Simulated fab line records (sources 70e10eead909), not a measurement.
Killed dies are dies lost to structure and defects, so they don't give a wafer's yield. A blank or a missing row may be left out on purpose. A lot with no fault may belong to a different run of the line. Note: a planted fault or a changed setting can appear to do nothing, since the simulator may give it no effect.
Commonality check across tools	flow nand_harc	36 wafers sampled across 12 lots

WHAT PROMPTED THE OPENING
Flagged at NHARC_A_CHANNEL_HOLE_D1_OVL_MEAS_11: reading overlay_x_nm, on 4 of 12 lots. Wafers without a fault read -0.1 nm, standard deviation 0.73.
Rule: a lot gets a flag if all its wafers with a number sit over 4 standard deviations from that mean, or if no wafer of it has a number. The other lots count as sound.

lot	measured	on	overlay_x_nm (nm), wafer by wafer	flag
L248	day 8 15:04	overlay-01	0.2 0.1 0.5	
L250	day 8 22:25	overlay-01	0.7 1.5 1.1	
L251	day 8 22:27	overlay-02	0.2 -0.2 0.8	
L254	day 9 14:22	overlay-02	5.7 5.4 5.4	FLAGGED
L255	day 10 05:38	overlay-02	5.1 4.3 4.6	FLAGGED
L258	day 10 20:53	overlay-02	6.5 5.7 5.6	FLAGGED
L259	day 11 11:20	overlay-02	5.5 5.8 6.4	FLAGGED
L260	day 11 12:07	overlay-02	1.3 0.5 0.2	
L264	day 12 07:48	overlay-02	0.0 -0.1 -0.4	
L267	day 12 16:23	overlay-02	0.5 0.4 0.1	
L266	day 13 01:32	overlay-02	-0.2 -0.2 -0.5	
L269	day 13 20:54	overlay-02	0.4 0.3 0.6	
The mean of the flagged lots' numbers is 5.5 nm, +5.6 nm from the usual (+8 standard deviations).

WHICH TOOL EACH LOT WENT THROUGH
The record holds 2 process steps before the reading, out of a route of 1159 steps. Read each cell as the tool, then ch plus the chambers that the sampled wafers visited, then the start.
lot	flag	NHARC_A_CHANNEL_HOLE_D1_DEP_01	NHARC_A_CHANNEL_HOLE_D1_EXPOSE_07
L248		pecvd-01 ch 0,1, day 8 14:15	arfi_scanner-01 ch 0, day 8 14:50
L250		pecvd-01 ch 1,2, day 8 21:40	arfi_scanner-03 ch 0, day 8 22:11
L251		pecvd-03 ch 0,2, day 8 21:48	arfi_scanner-03 ch 0, day 8 22:14
L254	FLAGGED	pecvd-01 ch 0,1, day 9 13:41	arfi_scanner-02 ch 0, day 9 14:09
L255	FLAGGED	pecvd-03 ch 0,1, day 10 04:52	arfi_scanner-02 ch 0, day 10 05:25
L258	FLAGGED	pecvd-04 ch 1,2, day 10 20:06	arfi_scanner-02 ch 0, day 10 20:39
L259	FLAGGED	pecvd-03 ch 0,1,2, day 11 10:43	arfi_scanner-02 ch 0, day 11 11:07
L260		pecvd-01 ch 0,1,2, day 11 11:17	arfi_scanner-01 ch 0, day 11 11:53
L264		pecvd-04 ch 0,1,2, day 12 07:05	arfi_scanner-01 ch 0, day 12 07:35
L267		pecvd-03 ch 0,2, day 12 15:35	arfi_scanner-01 ch 0, day 12 16:10
L266		pecvd-03 ch 0,1, day 13 00:47	arfi_scanner-03 ch 0, day 13 01:19
L269		pecvd-03 ch 0,1,2, day 13 20:05	arfi_scanner-01 ch 0, day 13 20:40
What the steps here do:
- NHARC_A_CHANNEL_HOLE_D1_DEP_01: deposits SiON, target thk 140 nm.
- NHARC_A_CHANNEL_HOLE_D1_EXPOSE_07: exposes mask HOLE D1, target cd 100 nm.
- NHARC_A_CHANNEL_HOLE_D1_OVL_MEAS_11

FLAGGED OVER TOTAL, TOOL BY TOOL (the gauges that took the reading come last)
step	tool	lots run	flagged	share of the flagged lots	sound lots run after its first flagged lot
NHARC_A_CHANNEL_HOLE_D1_DEP_01	pecvd-01	4	1	some	1 (L260)
NHARC_A_CHANNEL_HOLE_D1_DEP_01	pecvd-03	6	2	some	3 (L267,L266,L269)
NHARC_A_CHANNEL_HOLE_D1_DEP_01	pecvd-04	2	1	some	1 (L264)
NHARC_A_CHANNEL_HOLE_D1_EXPOSE_07	arfi_scanner-01	5	0	none	-
NHARC_A_CHANNEL_HOLE_D1_EXPOSE_07	arfi_scanner-02	4	4	all	0
NHARC_A_CHANNEL_HOLE_D1_EXPOSE_07	arfi_scanner-03	3	0	none	-
NHARC_A_CHANNEL_HOLE_D1_OVL_MEAS_11	overlay-01	2	0	none	-
NHARC_A_CHANNEL_HOLE_D1_OVL_MEAS_11	overlay-02	10	4	all	5 (L260,L264,L267,L266,L269)

WHAT IS ALLOWED BY THE TABLE
2 rows of the table ran every flagged lot: arfi_scanner-02 at NHARC_A_CHANNEL_HOLE_D1_EXPOSE_07, overlay-02 at NHARC_A_CHANNEL_HOLE_D1_OVL_MEAS_11.
- arfi_scanner-02 at NHARC_A_CHANNEL_HOLE_D1_EXPOSE_07 ran 4 lots, 4 of them flagged. No sound lot ran on it before its first flagged lot in this sample; the start therefore can't be narrowed down.
- overlay-02 at NHARC_A_CHANNEL_HOLE_D1_OVL_MEAS_11 ran 10 lots, 4 of them flagged. After the first flagged lot (L260, L264, L267, L266, L269), sound lots still ran on it; a lasting fault on the whole tool would not permit that.
What remains is a single tool, arfi_scanner-02 at NHARC_A_CHANNEL_HOLE_D1_EXPOSE_07.

WHAT THE SIMULATOR HAD PUT IN
Scanner matching overlay: arfi_scanner-02, from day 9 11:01 on, at NHARC_A_CHANNEL_HOLE_D1_EXPOSE_07. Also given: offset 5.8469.
Struck lots among those shown: L254, L255, L258, L259. Same finding as the rule above.
